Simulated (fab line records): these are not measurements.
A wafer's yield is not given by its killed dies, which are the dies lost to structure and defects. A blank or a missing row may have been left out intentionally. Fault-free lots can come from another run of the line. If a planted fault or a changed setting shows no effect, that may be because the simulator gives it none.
8D (eight disciplines) problem report, filled in by code :: flow n5_finfet :: the parts of the form that need people (team, actions taken, sign-off) are left out

== 1. WHAT IS WRONG ==
Wafers without a fault read 4, standard deviation 3.3; killed_at_other at N5_PASSIVATION_PROBE_49 reads a mean of 100 on 2 wafers belonging to 2 lots. That is +29 standard deviations from the usual mean.
The first sign was on wafer L969.3 at day 16 11:25, on prober-02. Wafers with a number at this step in the record: 5, from 2 lots. Rule for "out", or "out of limits": more than 4 standard deviations from the usual mean. All remaining wafers that have a number are taken as sound.

== 2. WHAT THIS IS AND IS NOT ==
question: which readings at this step
is: killed_at_other, defect_limited_yield, killed_dies, sort_bin_5_function, sort_n_pass, sort_yield_pct
is not: killed_at_M0_to_M3, killed_at_M4_up, killed_at_contacts, killed_at_front_end, killed_open

question: which lots
is: L967, L969
is not: -

question: which wafers of those lots
is: L967.5, L969.3
is not: L967.4, L969.4, L969.5

question: read on which tools
is: prober-01, prober-02
is not: -

question: when
is: from day 16 11:25
is not: up to then (0 sound wafers); but 3 sound wafers of L967, L969 came after

== 3. SUSPECTS, AND WHAT RULES EACH OUT ==
Counting: any tool at a process step up to the reading remains a suspect provided it ran every lot that is out. Sound lots after the first of them don't rule it out here, since some wafers of a struck lot are sound.
- rie_diel-02 at N5_MIM_BOT_LITHO_DESCUM_10 (chemistry O2, time 7.9 s): kept. It ran every lot that is out, first L969 (day 16 00:25).
- rie_metal-01 at N5_PASSIVATION_ETCH_59 (etches TaN in Cl2/BCl3, target depth 65 nm, time 34.9 s): kept. It ran every lot that is out, first L969 (day 16 06:47).
- rie_diel-02, N5_MIM_BOT_LITHO_DESCUM_10: wafers that are out in chamber 0, sound lot-mates in chambers 1, 3.
- Within rie_metal-01 at N5_PASSIVATION_ETCH_59: the wafers that are out ran in chamber 0; their sound lot-mates ran in chamber 1.
What counting leaves: rie_diel-02 at N5_MIM_BOT_LITHO_DESCUM_10 and rie_metal-01 at N5_PASSIVATION_ETCH_59.

== 4. THE CAUSE (what the simulator had put in) ==
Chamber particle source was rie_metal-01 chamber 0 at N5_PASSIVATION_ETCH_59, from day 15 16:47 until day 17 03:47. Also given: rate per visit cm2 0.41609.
2 suspects survive the count, and this tool is in that group.

== 5. THE EFFECT CHAIN, in route order ==
Each row: a reading where the mean over the struck wafers with a number is more than 3 standard deviations away from the usual. Readings are gone through only where the record gives a usual standard deviation; hours: the median, over the lots, of the time from a lot's start at the first step in this table giving one to that lot's start at this step; sigmas: the change measured in usual standard deviations.
hours: 0
step: N5_PASSIVATION_PROBE_49
reading: defect_limited_yield
usual: 91.2 %
on struck wafers: 83.1
change: -8.1
sigmas: -5.8

hours: 0
step: N5_PASSIVATION_PROBE_49
reading: killed_at_other
usual: 4
on struck wafers: 100
change: +96
sigmas: +29

hours: 0
step: N5_PASSIVATION_PROBE_49
reading: killed_dies
usual: 104
on struck wafers: 200
change: +96
sigmas: +6.0

hours: 0
step: N5_PASSIVATION_PROBE_49
reading: sort_bin_5_function
usual: 5.1 %
on struck wafers: 10.6
change: +5.5
sigmas: +6.0

hours: 0
step: N5_PASSIVATION_PROBE_49
reading: sort_n_pass
usual: 1076
on struck wafers: 980
change: -96
sigmas: -6.0

hours: 0
step: N5_PASSIVATION_PROBE_49
reading: sort_yield_pct
usual: 91.2 %
on struck wafers: 83.1
change: -8.1
sigmas: -5.8
Its process steps:
- N5_PASSIVATION_PROBE_49

== 6. HOW IT WOULD HAVE BEEN CAUGHT EARLIER ==
The fault began at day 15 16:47; the first out-of-limits reading in this record came at day 16 11:25, 19 hours later.
No tool reading at N5_PASSIVATION_ETCH_59 that has a usual standard deviation in the record was out on any struck wafer, so an alarm limit of 4 standard deviations on those readings would not have fired.
By day 16 11:25, every lot that is out (2) had started N5_PASSIVATION_ETCH_59 on rie_metal-01. None of them would have been spared by holding the tool at that moment.
